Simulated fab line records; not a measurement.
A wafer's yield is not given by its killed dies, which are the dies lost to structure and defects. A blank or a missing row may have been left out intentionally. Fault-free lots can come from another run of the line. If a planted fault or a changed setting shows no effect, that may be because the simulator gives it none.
fab line records ; flow n5Finfet
record: lots: 7; wafers: 39
route steps=1938 shown PASSIVATION@1903
startH: hours from the record's first day to the start of the lot's first wafer shown ; waitH: hours elapsed since this lot's preceding step ; " unchanged from the row above ; L1.1+2: a row that stands for several wafers ; - no value, or no start was given ; * or withheld: withheld ; < > ~ a bound
route shown NAME@n: names a module that has steps shown in the file, with the first one's number in the route ; usual: average and standard deviation across the fault-free wafers ; same: alike in all rows ; chamber/n: place in a boat ; sites: readings site by site ; _std_site: standard deviation across them ; _edge_site: the outer-site mean with the inner-site mean subtracted ; radiusMm: for every site, how far away it sits from the centre of the wafer ; mask NAME#n: copy n ; behind: the last tool/chamber to shape the wafer ; hold: reason for holding the lot/hours on hold/outcome of the hold ; device: which transistor (n, p or np) failed to switch ; end of line: the route-end tests of the same wafers ; where a step has no rows: the recipe by itself ; killed: count of dies lost to structure and defects at first sort (not the wafer's yield) ; map: a wafer's dies, marking killed ones x, the rest . and places with no die _
set.NAME: the setting as run; set.NAME@STEP: as run at that earlier step ; model.NAME: the simulator's own value behind a step, which no gauge read
lots run with intentionally changed settings; tables by step, rows by wafer
== steps ==
step: N5_PASSIVATION_DEVELOP_29
recipe: developTimeS: 60; rinseLiquid: diw; dry: airSpin; devTempC: 21
lot.wafer;tool;chamber;startH;waitH;set.developTimeS
L074.1+4+6;lithoTrack-04;0;-;-;91.91
L074.2+3+5;lithoTrack-04;0;-;-;60
L080.1+2+3+4+5+6;lithoTrack-05;0;-;-;60
L085.1+2+3;lithoTrack-04;0;-;-;60
L088.1+3+4;lithoTrack-04;0;-;-;60
L088.2+5+6;lithoTrack-04;0;-;-;31.33
L087.1+2+3+4+5+6;lithoTrack-05;0;-;-;60
L089.1+4+5;lithoTrack-05;0;-;-;74.85
L089.2+3+6;lithoTrack-05;0;-;-;60
L093.1+3+5;lithoTrack-04;0;-;-;60
L093.2+4+6;lithoTrack-04;0;-;-;42.62
step: N5_PASSIVATION_HARDBAKE_31
recipe: tempC: 130; timeS: 120
step: N5_PASSIVATION_CD_MEAS_30
recipe: targetCdNm: 4000; landingEnergyEv: 500; detector: seInlens; polarity: opening
usual: cdNm: 4000.6/1.6
lot.wafer;tool;chamber;startH;waitH;set.developTimeS@PASSIVATION_DEVELOP_29;cdNm
L074.1;cdSem-01;0;288.77;-;91.91;4009.4
L074.2;cdSem-01;0;288.77;-;60;3999.4
L074.3;cdSem-01;0;288.77;-;60;3998.9
L074.4;cdSem-01;0;288.77;-;91.91;4007.7
L074.5;cdSem-01;0;288.77;-;60;4001.5
L074.6;cdSem-01;0;288.77;-;91.91;4010.0
L080.1;cdSem-02;0;342.24;-;60;3999.1
L080.2;cdSem-02;0;342.24;-;60;4002.6
L080.3;cdSem-02;0;342.24;-;60;4001.9
L080.4;cdSem-02;0;342.24;-;60;4002.8
L080.5;cdSem-02;0;342.24;-;60;4000.6
L080.6;cdSem-02;0;342.24;-;60;4002.2
L085.1;cdSem-01;0;394.60;-;60;3999.1
L085.2;cdSem-01;0;394.60;-;60;4002.1
L085.3;cdSem-01;0;394.60;-;60;4000.5
L088.1;cdSem-02;0;395.98;-;60;4001.4
L088.2;cdSem-02;0;395.98;-;31.33;3990.8
L088.3;cdSem-02;0;395.98;-;60;4003.4
L088.4;cdSem-02;0;395.98;-;60;4002.0
L088.5;cdSem-02;0;395.98;-;31.33;3989.4
L088.6;cdSem-02;0;395.98;-;31.33;3990.6
L087.1;cdSem-02;0;405.16;-;60;4003.6
L087.2;cdSem-02;0;405.16;-;60;4002.9
L087.3;cdSem-02;0;405.16;-;60;4001.2
L087.4;cdSem-02;0;405.16;-;60;4001.7
L087.5;cdSem-02;0;405.16;-;60;4001.8
L087.6;cdSem-02;0;405.16;-;60;4000.3
L089.1;cdSem-02;0;411.20;-;74.85;4003.0
L089.2;cdSem-02;0;411.20;-;60;3999.1
L089.3;cdSem-02;0;411.20;-;60;4000.5
L089.4;cdSem-02;0;411.20;-;74.85;4006.1
L089.5;cdSem-02;0;411.20;-;74.85;4003.6
L089.6;cdSem-02;0;411.20;-;60;3998.0
L093.1;cdSem-01;0;422.99;-;60;4001.0
L093.2;cdSem-01;0;422.99;-;42.62;3993.1
L093.3;cdSem-01;0;422.99;-;60;4001.5
L093.4;cdSem-01;0;422.99;-;42.62;3995.9
L093.5;cdSem-01;0;422.99;-;60;4000.9
L093.6;cdSem-01;0;422.99;-;42.62;3993.4
== key ==
split: step: N5_PASSIVATION_DEVELOP_29; setting: developTimeS; stated: 60; by: wafer
response: step: N5_PASSIVATION_CD_MEAS_30; reading: cdNm; change: +0.211; per: 1%; r: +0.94
